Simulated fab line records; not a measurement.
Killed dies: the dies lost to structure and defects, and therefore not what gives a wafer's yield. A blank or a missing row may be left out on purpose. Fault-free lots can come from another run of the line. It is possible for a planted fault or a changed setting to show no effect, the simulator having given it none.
fab line records | flow n5Finfet
record lots=24 wafers=72 lastDay=18
route steps=1938 shown BEOL_M5@1159 BEOL_M6@1198
lots with no fault: from the same line, run without faults
startH: hours from the record's opening day to when the first of the lot's shown wafers began | waitH: hours since the lot's step before | " unchanged from the row above | L1.1+2: several wafers, shown together as one row | - value missing, or start not given | * or withheld: withheld | < > ~ a bound
route shown NAME@n: a module of which the file shows steps, and the number in the route of the first | usual: the fault-free wafers' mean and standard deviation | same: alike in all rows | chamber/n: place in a boat | sites: per-site readings | _std_site: how widely they spread, as a standard deviation | _edge_site: the outer-site mean with the inner-site mean subtracted | radiusMm: how far each site lies from the wafer's centre | mask NAME#n: copy n | behind: the most recent tool/chamber to have shaped the wafer | hold: what put the lot on hold/how long, in hours/how the hold closed | device: the transistor (n, p or np) that didn't switch | end of line: at the end of the route, the tests of the same wafers | a step given without rows: its recipe and nothing more | killed: dies lost to structure and defects at the first sort, not the wafer's yield | map: a wafer's dies, marking killed ones x, the rest . and places with no die _
set.NAME: the run value of the setting; set.NAME@STEP: its run value at that earlier step | model.NAME: the simulator's own value behind a step, which no gauge read
a sample of lots followed through the steps of the route, with each step as a table and each wafer as a row
services: from which hour (startH, from the record's first day; less than 0 if before it) a tool's chamber was out of use, for how many hours, and why
## steps
# step N5_BEOL_M5_STRIP_36
# recipe chemistry=N2/H2 powerW=450 tempC=40 pressureMtorr=20 rfFrequencyHz=6e+07 overashFraction=0.3 biasPowerW=7 h2Frac=0.5 n2FlowSccm=200 h2FlowSccm=200
# usual drypumpMotorCurrentA=5.89/0.3 oesProductAu=0.81/0.09 rfVppV=59.1/1.5 showerheadPlenumPTorr=2.50/0.11 throttleValvePct=23.48/0.26
# columns lot.wafer tool chamber startH waitH drypumpMotorCurrentA oesProductAu rfHoursCounterH rfVppV showerheadPlenumPTorr throttleValvePct
L074.1 rieDiel-06 1 164.02 0.0 6.22 0.91 22 61.3 2.49 23.75
L074.2 " 3 " " 6.04 0.79 121 59.6 2.43 23.48
L074.3 " 0 " " 5.46 0.70 225 61.7 2.39 23.71
L075.1 rieDiel-03 3 172.25 0.0 5.53 0.69 233 61.4 2.40 23.44
L075.4 " 1 " " 5.68 0.72 187 57.3 2.41 23.95
L075.6 " 0 " " 5.84 0.89 - 58.9 2.58 24.07
L077.4 rieDiel-04 1 186.06 0.0 6.17 0.74 170 58.9 2.61 23.29
L077.5 " 3 " " 5.63 0.78 - 59.5 2.34 23.21
L077.6 " 2 " " 6.04 0.70 - 57.9 2.60 23.76
L076.3 rieDiel-04 1 189.19 0.0 6.17 0.74 171 59.7 2.60 23.24
L076.4 " 3 " " 5.67 0.78 117 59.7 2.34 23.24
L076.5 " 1 " " 6.17 0.74 - 58.4 2.61 23.26
L079.1 rieDiel-06 0 196.37 0.0 5.41 0.68 234 57.9 2.38 23.75
L079.2 " 1 " " 6.24 0.91 31 57.8 2.49 23.76
L079.3 " 3 " " 5.96 0.78 130 60.5 2.42 23.43
L078.2 rieDiel-04 0 203.00 0.0 5.42 0.75 174 57.3 2.41 23.23
L078.4 " 0 " " 5.46 0.74 - 58.8 2.41 23.25
L078.5 " 3 " " 5.65 0.78 - 58.8 2.34 23.23
L080.2 rieDiel-03 0 217.31 0.0 5.86 0.85 47 59.9 2.58 24.09
L080.4 " 0 " " 5.84 0.86 - 58.5 2.58 24.07
L080.5 " 0 " " 5.84 0.85 - 57.5 2.57 24.09
L081.2 rieDiel-04 0 219.34 0.0 5.43 0.73 178 58.7 2.41 23.26
L081.3 " 2 " " 6.07 0.97 3 60.7 2.60 23.38
L081.5 " 3 " " 5.61 0.78 - 59.8 2.33 23.22
L083.1 rieDiel-06 1 219.80 0.0 6.20 0.88 38 59.3 2.48 23.78
L083.3 " 3 " " 6.05 0.76 137 59.3 2.42 23.47
L083.4 " 0 " " 5.46 0.68 - 60.5 2.38 23.74
L082.1 rieDiel-04 0 225.92 0.0 5.44 0.74 180 61.9 2.41 23.23
L082.4 " 2 " " 6.04 0.97 5 60.1 2.60 23.45
L082.6 " 1 " " 6.16 0.73 - 60.1 2.60 23.28
L084.1 rieDiel-06 2 236.54 0.0 5.86 0.93 3 63.6 2.61 23.43
L084.4 " 1 " " 6.21 0.88 45 59.9 2.48 23.79
L084.6 " 3 " " 5.96 0.74 - 59.1 2.42 23.51
L085.1 rieDiel-04 2 242.50 0.0 6.03 0.93 11 59.9 2.60 23.44
L085.2 " 1 " " 6.17 0.72 190 56.8 2.60 23.27
L085.3 " 0 " " 5.44 0.74 186 57.9 2.40 23.22
L086.3 rieDiel-06 2 249.42 0.0 5.88 0.93 8 58.2 2.60 23.45
L086.4 " 3 " " 5.96 0.73 - 59.8 2.42 23.49
L086.6 " 2 " " 5.91 0.92 - 58.6 2.60 23.43
L087.2 rieDiel-04 3 259.01 0.0 5.61 0.77 144 57.5 2.33 23.27
L087.3 " 2 " " 6.07 0.94 17 58.5 2.59 23.45
L087.4 " 3 " " 5.65 0.78 - 56.6 2.33 23.30
L088.3 rieDiel-04 3 265.17 0.0 5.65 0.75 146 58.8 2.33 23.27
L088.4 " 1 " " 6.19 0.73 - 60.9 2.59 23.28
L088.5 " 2 " " 6.06 0.92 - 57.3 2.59 23.43
L089.2 rieDiel-06 0 265.47 0.0 5.50 0.99 1 57.7 2.70 23.36
L089.4 " 3 " " 5.93 0.72 155 57.8 2.41 23.47
L089.5 " 1 " " 6.19 0.86 - 58.1 2.48 23.80
L090.1 rieDiel-06 3 283.31 0.0 5.99 0.73 161 56.2 2.41 23.50
L090.2 " 1 " " 6.22 0.87 60 58.5 2.47 23.79
L090.3 " 2 " " 5.86 0.90 20 61.7 2.60 23.42
L091.1 rieDiel-06 3 291.79 0.0 6.01 0.74 163 58.2 2.41 23.51
L091.5 " 1 " " 6.22 0.85 - 58.7 2.47 23.81
L091.6 " 0 " " 5.47 0.94 - 59.4 2.69 23.34
L092.1 rieDiel-06 0 294.99 0.0 5.45 0.93 9 57.6 2.69 23.37
L092.3 " 2 " " 5.89 0.89 23 61.0 2.60 23.45
L092.4 " 1 " " 6.23 0.84 64 59.8 2.47 23.81
L094.2 rieDiel-04 2 295.04 0.0 6.04 0.91 28 59.4 2.59 23.47
L094.3 " 1 " " 6.18 0.72 207 59.7 2.59 23.30
L094.5 " 0 " " 5.47 0.73 - 61.2 2.40 23.24
L093.2 rieDiel-06 3 300.25 0.0 5.98 0.73 165 58.9 2.41 23.54
L093.4 " 2 " " 5.90 0.87 25 58.9 2.60 23.48
L093.6 " 3 " " 5.98 0.73 - 58.3 2.41 23.47
L095.1 rieDiel-06 0 306.17 0.0 5.46 0.91 11 59.1 2.69 23.33
L095.4 " 1 " " 6.22 0.86 67 58.6 2.47 23.80
L095.6 " 3 " " 6.03 0.74 - 56.2 2.41 23.50
L096.1 rieDiel-06 3 320.31 0.0 5.98 0.73 170 60.6 2.41 23.50
L096.4 " 2 " " 5.89 0.86 29 59.3 2.59 23.45
L096.6 " 1 " " 6.21 0.84 - 58.5 2.47 23.84
L097.2 rieDiel-06 3 335.95 0.0 5.96 0.73 175 59.6 2.41 23.54
L097.5 " 2 " " 5.91 0.87 - 58.4 2.59 23.45
L097.6 " 3 " " 5.99 0.74 - 60.6 2.41 23.50
# step N5_BEOL_M5_SURFACE_TREAT_87
# recipe gas=Ar timeS=* ionEnergyEv=* ionCurrentMaCm2=0.5 pressureMtorr=* arFlowSccm=30
# usual throttleValvePct=*
# columns lot.wafer tool chamber startH waitH throttleValvePct
L074.1 pvdSputter-01 - 165.29 0.2 *
L074.2 " - " " *
L074.3 " - " " *
L075.1 pvdSputter-02 - 173.57 0.3 *
L075.4 " - " " *
L075.6 " - " " *
L077.4 pvdSputter-01 - 187.33 0.3 *
L077.5 " - " " *
L077.6 " - " " *
L076.3 pvdSputter-03 - 190.67 0.4 *
L076.4 " - " " *
L076.5 " - " " *
L079.1 pvdSputter-03 - 197.58 0.3 *
L079.2 " - " " *
L079.3 " - " " *
L078.2 pvdSputter-01 - 204.60 0.2 *
L078.4 " - " " *
L078.5 " - " " *
L080.2 pvdSputter-01 - 220.25 0.2 *
L080.4 " - " " *
L080.5 " - " " *
L081.2 pvdSputter-02 - 221.32 0.2 *
L081.3 " - " " *
L081.5 " - " " *
L083.1 pvdSputter-02 - 221.36 0.1 *
L083.3 " - " " *
L083.4 " - " " *
L082.1 pvdSputter-02 - 227.02 0.1 *
L082.4 " - " " *
L082.6 " - " " *
L084.1 pvdSputter-02 - 237.63 0.2 *
L084.4 " - " " *
L084.6 " - " " *
L085.1 pvdSputter-02 - 245.66 0.4 *
L085.2 " - " " *
L085.3 " - " " *
L086.3 pvdSputter-02 - 250.50 0.2 *
L086.4 " - " " *
L086.6 " - " " *
L087.2 pvdSputter-03 - 260.34 0.1 *
L087.3 " - " " *
L087.4 " - " " *
L088.3 pvdSputter-03 - 266.20 0.1 *
L088.4 " - " " *
L088.5 " - " " *
L089.2 pvdSputter-02 - 266.51 0.1 *
L089.4 " - " " *
L089.5 " - " " *
L090.1 pvdSputter-01 - 284.52 0.1 *
L090.2 " - " " *
L090.3 " - " " *
L091.1 pvdSputter-02 - 293.58 0.2 *
L091.5 " - " " *
L091.6 " - " " *
L092.1 pvdSputter-02 - 296.14 0.1 *
L092.3 " - " " *
L092.4 " - " " *
L094.2 pvdSputter-03 - 296.26 0.2 *
L094.3 " - " " *
L094.5 " - " " *
L093.2 pvdSputter-01 - 301.82 0.2 *
L093.4 " - " " *
L093.6 " - " " *
L095.1 pvdSputter-03 - 307.30 0.2 *
L095.4 " - " " *
L095.6 " - " " *
L096.1 pvdSputter-03 - 321.55 0.3 *
L096.4 " - " " *
L096.6 " - " " *
L097.2 pvdSputter-03 - 337.18 0.2 *
L097.5 " - " " *
L097.6 " - " " *
# step N5_BEOL_M5_SPUTTER_81
# recipe material=Cu targetThkA=150 tempC=-20 chamberPressurePa=0.07 powerW=withheld timeS=27.62
# usual throttleValvePct=29.9/0.8
# columns lot.wafer tool chamber startH waitH throttleValvePct
L074.1 pvdSputter-01 - 166.90 0.5 29.0
L074.2 " - " " 29.3
L074.3 " - " " 30.0
L075.1 pvdSputter-01 - 174.88 0.5 30.1
L075.4 " - " " 30.9
L075.6 " - " " 29.2
L077.4 pvdSputter-02 - 189.90 0.5 30.5
L077.5 " - " " 28.1
L077.6 " - " " 30.8
L076.3 pvdSputter-03 - 193.64 0.5 30.8
L076.4 " - " " 30.2
L076.5 " - " " 31.0
L079.1 pvdSputter-01 - 198.92 0.5 29.5
L079.2 " - " " 29.7
L079.3 " - " " 30.9
L078.2 pvdSputter-03 - 205.91 0.5 30.8
L078.4 " - " " 29.1
L078.5 " - " " 29.4
L080.2 pvdSputter-01 - 221.58 0.5 30.8
L080.4 " - " " 29.6
L080.5 " - " " 29.7
L081.2 pvdSputter-02 - 222.81 0.5 30.6
L081.3 " - " " 30.6
L081.5 " - " " 27.7
L083.1 pvdSputter-03 - 222.94 0.5 30.2
L083.3 " - " " 29.7
L083.4 " - " " 30.9
L082.1 pvdSputter-01 - 228.92 0.5 30.0
L082.4 " - " " 30.4
L082.6 " - " " 30.1
L084.1 pvdSputter-03 - 239.34 0.5 30.9
L084.4 " - " " 30.3
L084.6 " - " " 30.2
L085.1 pvdSputter-03 - 246.98 0.5 30.0
L085.2 " - " " 29.5
L085.3 " - " " 29.6
L086.3 pvdSputter-03 - 251.84 0.5 29.3
L086.4 " - " " 30.8
L086.6 " - " " 30.8
L087.2 pvdSputter-01 - 261.76 0.5 30.4
L087.3 " - " " 30.9
L087.4 " - " " 28.9
L089.2 pvdSputter-02 - 267.96 0.5 30.9
L089.4 " - " " 30.9
L089.5 " - " " 30.7
L088.3 pvdSputter-03 - 273.53 6.5 29.6
L088.4 " - " " 30.1
L088.5 " - " " 29.5
L090.1 pvdSputter-02 - 285.89 0.5 30.8
L090.2 " - " " 29.2
L090.3 " - " " 27.9
L091.1 pvdSputter-01 - 295.90 0.5 29.4
L091.5 " - " " 29.1
L091.6 " - " " 29.6
L092.1 pvdSputter-02 - 299.10 0.5 30.7
L092.3 " - " " 30.8
L092.4 " - " " 28.0
L094.2 pvdSputter-03 - 299.69 0.5 30.2
L094.3 " - " " 30.7
L094.5 " - " " 30.7
L093.2 pvdSputter-01 - 303.27 0.5 29.5
L093.4 " - " " 30.7
L093.6 " - " " 29.5
L095.1 pvdSputter-03 - 308.66 0.5 29.4
L095.4 " - " " 29.4
L095.6 " - " " 30.9
L096.1 pvdSputter-01 - 322.91 0.5 29.2
L096.4 " - " " 29.9
L096.6 " - " " 29.6
L097.2 pvdSputter-01 - 338.58 0.5 29.2
L097.5 " - " " 29.1
L097.6 " - " " 29.8
# step N5_BEOL_M5_CMP_52
# recipe stopOn=SiCOH_lowk tOverpolishS=6.9 downForcePsi=1 platenRpm=50 clearingPlatenDownForcePsi=1.5 clearingPlatenRpm=50 postCmpClean=cuAlkaline targetThkNm=62 clearingPlatenPadVelocityMS=0.99484 padVelocityMS=0.99484
# usual barrierFieldEndpointS=24.5/0.81 motorCurrentA=6.2/0.58 overpolishRunS=6.900/0.0081 retainingRingPressureFrac=1.001/0.0052 timeToEndpointS=63/3.9
# columns lot.wafer tool chamber startH waitH barrierFieldEndpointS motorCurrentA overpolishRunS retainingRingPressureFrac timeToEndpointS
L074.1 cmp-01 0 170.80 0.3 24.6 5.3 6.895 1.001 66
L074.3 " 1 " " 23.4 5.1 6.905 1.000 62
L074.2 " 2 " " 24.7 6.2 6.906 0.995 64
L075.1 cmp-03 3 178.76 0.3 24.1 6.5 6.894 0.998 61
L075.4 " 0 " " 24.8 6.7 6.894 0.991 65
L075.6 " 2 " " 26.0 5.9 6.902 0.993 67
L077.4 cmp-01 1 193.77 0.2 24.2 5.1 6.894 0.998 61
L077.5 " 2 " " 24.3 6.6 6.900 1.006 60
L077.6 " 3 " " 25.6 6.9 6.905 0.999 66
L076.3 cmp-03 0 197.52 0.3 22.6 6.9 6.889 1.004 57
L076.4 " 1 " " 23.8 5.8 6.891 1.003 61
L076.5 " 3 " " 23.6 6.4 6.911 1.004 62
L079.2 cmp-02 1 202.83 0.2 24.1 6.3 6.904 1.000 58
L079.1 " 2 " " 25.3 5.7 6.913 1.000 64
L079.3 " 3 " " 24.3 5.5 6.900 0.992 58
L078.2 cmp-02 1 210.73 0.2 23.7 6.6 6.901 1.004 58
L078.4 " 3 " " 23.1 5.4 6.899 1.005 53
L078.5 " 0 " " 24.4 6.8 6.899 1.003 60
L080.2 cmp-02 0 225.43 0.3 23.8 6.7 6.905 0.994 58
L080.4 " 1 " " 24.5 6.3 6.880 1.003 60
L080.5 " 3 " " 24.1 5.3 6.905 0.996 56
L081.3 cmp-03 1 226.57 0.2 24.2 5.8 6.918 0.995 61
L081.2 " 3 " " 25.1 6.3 6.909 0.993 68
L081.5 " 2 " " 25.5 6.0 6.905 0.996 68
L083.3 cmp-02 1 226.70 0.2 23.6 6.5 6.901 1.000 62
L083.4 " 3 " " 23.6 5.4 6.895 0.994 54
L083.1 " 0 " " 23.9 6.6 6.902 1.004 60
L082.4 cmp-02 3 232.74 0.2 25.1 5.7 6.901 0.994 62
L082.1 " 1 " " 23.6 6.8 6.907 0.999 62
L082.6 " 3 " " 24.3 5.5 6.904 0.994 59
L084.1 cmp-01 1 243.14 0.3 23.7 4.9 6.898 0.995 62
L084.4 " 3 " " 24.2 6.5 6.903 0.998 65
L084.6 " 1 " " 24.2 5.1 6.894 0.992 63
L085.1 cmp-02 3 250.89 0.3 24.8 5.4 6.912 1.000 56
L085.2 " 1 " " 24.5 6.4 6.894 1.000 59
L085.3 " 2 " " 25.9 5.8 6.891 0.997 66
L086.4 cmp-02 0 255.94 0.5 24.5 6.5 6.904 0.999 64
L086.3 " 1 " " 23.9 6.3 6.905 1.006 60
L086.6 " 0 " " 24.4 6.7 6.923 1.006 62
L087.4 cmp-03 2 269.80 0.1 26.4 6.2 6.897 1.006 68
L087.3 " 3 " " 25.6 6.5 6.898 1.002 68
L087.2 " 1 " " 25.0 5.7 6.886 1.001 61
L089.4 cmp-02 3 271.72 0.1 23.5 5.6 6.900 1.003 58
L089.2 " 2 " " 23.8 6.1 6.908 1.000 64
L089.5 " 0 " " 23.8 6.9 6.901 1.003 61
L088.4 cmp-03 0 277.50 0.1 24.9 7.1 6.897 0.991 65
L088.3 " 2 " " 25.3 6.3 6.904 0.996 67
L088.5 " 1 " " 24.6 5.8 6.897 0.999 64
L090.1 cmp-02 3 289.65 0.3 24.1 5.6 6.902 0.995 53
L090.2 " 1 " " 23.5 6.6 6.901 1.002 55
L090.3 " 2 " " 25.3 6.0 6.895 1.006 65
L091.1 cmp-02 2 299.67 0.3 24.8 5.8 6.905 1.002 66
L091.6 " 2 " " 24.9 5.7 6.910 0.999 66
L091.5 " 3 " " 23.9 5.3 6.895 1.002 58
L094.2 cmp-03 1 303.49 0.2 23.0 5.8 6.901 0.990 58
L094.3 " 3 " " 24.0 6.6 6.906 1.000 62
L094.5 " 0 " " 24.2 7.1 6.911 1.001 61
L093.2 cmp-03 2 307.07 0.2 24.7 6.3 6.897 1.006 70
L093.4 " 3 " " 25.0 6.6 6.901 1.000 65
L093.6 " 2 " " 25.1 5.9 6.895 1.002 67
L095.1 cmp-03 2 312.50 0.3 24.8 6.4 6.899 1.002 64
L095.4 " 3 " " 24.9 6.7 6.889 1.006 68
L095.6 " 1 " " 23.9 5.6 6.893 0.999 63
L092.1 cmp-03 2 320.72 0.3 26.0 6.2 6.891 1.009 67
L092.3 " 3 " " 25.9 6.6 6.910 0.993 68
L092.4 " 0 " " 25.5 7.5 6.909 1.006 63
L096.1 cmp-01 2 326.67 0.3 24.3 6.8 6.901 1.004 63
L096.4 " 3 " " 24.8 7.1 6.900 1.000 69
L096.6 " 2 " " 23.8 6.4 6.907 1.004 62
L097.2 cmp-02 0 342.45 0.2 24.1 6.7 6.914 1.007 61
L097.5 " 3 " " 24.2 5.2 6.897 1.005 59
L097.6 " 0 " " 25.0 6.6 6.914 1.005 62
# step N5_BEOL_M6_HM_DEP_02
# recipe material=TiN targetThkA=200 tempC=25 chamberPressurePa=0.49996
# usual throttleValvePct=29.9/0.78
# columns lot.wafer tool chamber startH waitH throttleValvePct
L074.1 pvdSputter-01 - 172.88 0.9 30.3
L074.2 " - " " 30.8
L074.3 " - " " 29.4
L075.1 pvdSputter-01 - 180.78 0.8 29.7
L075.4 " - " " 30.9
L075.6 " - " " 29.0
L077.4 pvdSputter-01 - 196.83 1.9 30.5
L077.5 " - " " 29.8
L077.6 " - " " 30.8
L076.3 pvdSputter-03 - 199.88 0.7 30.7
L076.4 " - " " 29.2
L076.5 " - " " 29.4
L079.1 pvdSputter-03 - 204.64 0.5 29.2
L079.2 " - " " 29.9
L079.3 " - " " 29.4
L078.2 pvdSputter-02 - 212.31 0.4 28.1
L078.4 " - " " 30.7
L078.5 " - " " 29.1
L080.2 pvdSputter-02 - 226.89 0.3 29.0
L080.4 " - " " 31.0
L080.5 " - " " 28.9
L081.2 pvdSputter-03 - 229.20 1.4 30.1
L081.3 " - " " 29.3
L081.5 " - " " 29.4
L083.1 pvdSputter-03 - 229.30 1.3 30.8
L083.3 " - " " 29.7
L083.4 " - " " 29.6
L082.1 pvdSputter-01 - 234.30 0.4 30.8
L082.4 " - " " 29.2
L082.6 " - " " 30.1
L084.1 pvdSputter-03 - 245.25 0.9 30.1
L084.4 " - " " 29.7
L084.6 " - " " 29.5
L085.1 pvdSputter-01 - 253.02 0.9 30.9
L085.2 " - " " 28.9
L085.3 " - " " 30.3
L086.3 pvdSputter-03 - 259.08 1.8 29.4
L086.4 " - " " 31.0
L086.6 " - " " 30.7
L087.2 pvdSputter-02 - 271.30 0.2 29.2
L087.3 " - " " 30.6
L087.4 " - " " 30.9
L089.2 pvdSputter-02 - 273.92 0.8 27.8
L089.4 " - " " 29.1
L089.5 " - " " 30.8
L088.3 pvdSputter-03 - 278.97 0.2 29.4
L088.4 " - " " 31.0
L088.5 " - " " 30.8
L090.1 pvdSputter-03 - 291.95 1.0 29.4
L090.2 " - " " 31.1
L090.3 " - " " 29.5
L091.1 pvdSputter-01 - 301.30 0.4 30.6
L091.5 " - " " 30.1
L091.6 " - " " 29.0
L094.2 pvdSputter-03 - 304.87 0.2 29.6
L094.3 " - " " 29.5
L094.5 " - " " 30.7
L093.2 pvdSputter-01 - 308.32 0.0 30.9
L093.4 " - " " 30.2
L093.6 " - " " 29.0
L095.1 pvdSputter-01 - 315.16 1.5 31.1
L095.4 " - " " 29.1
L095.6 " - " " 30.3
L092.1 pvdSputter-02 - 322.36 0.4 28.9
L092.3 " - " " 30.6
L092.4 " - " " 30.8
L096.1 pvdSputter-03 - 329.10 1.2 29.8
L096.4 " - " " 30.9
L096.6 " - " " 29.6
L097.2 pvdSputter-03 - 344.95 1.0 30.6
L097.5 " - " " 29.4
L097.6 " - " " 30.1
# step N5_BEOL_M6_INSPECT_13
# recipe mode=adi inspectInstrument=brightfield
# usual rawDefectCount=409/100
# columns lot.wafer tool chamber startH waitH rawDefectCount
L074.1 defectInspect-02 - 173.30 0.0 515
L074.2 " - " " 509
L074.3 " - " " 674
L075.1 defectInspect-01 - 181.21 0.0 354
L075.4 " - " " 328
L075.6 " - " " 370
L077.4 defectInspect-02 - 197.26 0.0 392
L077.5 " - " " 270
L077.6 " - " " 306
L076.3 defectInspect-01 - 200.31 0.0 497
L076.4 " - " " 323
L076.5 " - " " 253
L079.1 defectInspect-02 - 205.07 0.0 376
L079.2 " - " " 306
L079.3 " - " " 371
L078.2 defectInspect-02 - 212.86 0.0 309
L078.4 " - " " 335
L078.5 " - " " 414
L080.2 defectInspect-02 - 227.44 0.0 436
L080.4 " - " " 478
L080.5 " - " " 395
L081.2 defectInspect-01 - 229.63 0.0 406
L081.3 " - " " 387
L081.5 " - " " 333
L083.1 defectInspect-01 - 229.86 0.0 477
L083.3 " - " " 474
L083.4 " - " " 476
L082.1 defectInspect-01 - 234.86 0.0 242
L082.4 " - " " 381
L082.6 " - " " 346
L084.1 defectInspect-02 - 245.82 0.0 421
L084.4 " - " " 389
L084.6 " - " " 494
L085.1 defectInspect-01 - 253.58 0.0 277
L085.2 " - " " 466
L085.3 " - " " 437
L086.3 defectInspect-01 - 259.63 0.0 490
L086.4 " - " " 289
L086.6 " - " " 344
L087.2 defectInspect-01 - 271.73 0.0 316
L087.3 " - " " 391
L087.4 " - " " 410
L089.2 defectInspect-02 - 274.48 0.0 460
L089.4 " - " " 437
L089.5 " - " " 620
L088.3 defectInspect-01 - 279.53 0.0 382
L088.4 " - " " 446
L088.5 " - " " 477
L090.1 defectInspect-01 - 292.38 0.0 293
L090.2 " - " " 290
L090.3 " - " " 491
L091.1 defectInspect-01 - 301.85 0.0 530
L091.5 " - " " 549
L091.6 " - " " 573
L094.2 defectInspect-02 - 305.42 0.0 325
L094.3 " - " " 423
L094.5 " - " " 263
L093.2 defectInspect-01 - 308.87 0.0 343
L093.4 " - " " 317
L093.6 " - " " 274
L095.1 defectInspect-01 - 315.72 0.0 512
L095.4 " - " " 607
L095.6 " - " " 463
L092.1 defectInspect-01 - 322.92 0.0 402
L092.3 " - " " 430
L092.4 " - " " 320
L096.1 defectInspect-02 - 329.65 0.0 337
L096.4 " - " " 396
L096.6 " - " " 310
L097.2 defectInspect-01 - 345.51 0.0 445
L097.5 " - " " 402
L097.6 " - " " 497
## services
# columns tool chamber startH hours kind
cmp-01 - 147.64 1.0 repair
rieDiel-04 2 157.46 2.1 repair
cmp-02 - 173.98 0.5 repair
rieDiel-06 2 178.37 10.6 repair
cmp-02 - 191.17 9.8 repair
cmp-01 - 195.35 3.5 repair
rieDiel-06 - 201.59 2.8 pm
rieDiel-04 0 209.83 5.8 repair
cmp-01 - 228.23 0.9 repair
cmp-01 - 230.09 1.5 repair
cmp-02 - 239.41 4.0 pm
rieDiel-04 0 250.43 17.9 repair
cmp-03 - 251.27 4.0 pm
cmp-01 - 259.16 1.2 repair
cmp-02 - 263.19 4.4 pm
rieDiel-03 - 267.61 2.8 pm
cmp-03 - 272.64 0.3 repair
cmp-01 - 281.15 0.8 repair
rieDiel-03 3 285.89 4.9 repair
pvdSputter-02 - 305.99 6.3 repair
rieDiel-06 - 318.79 1.1 repair
cmp-03 - 332.55 0.6 repair
cmp-03 - 335.14 7.4 pm
rieDiel-04 0 341.79 8.0 repair
## key
fault none
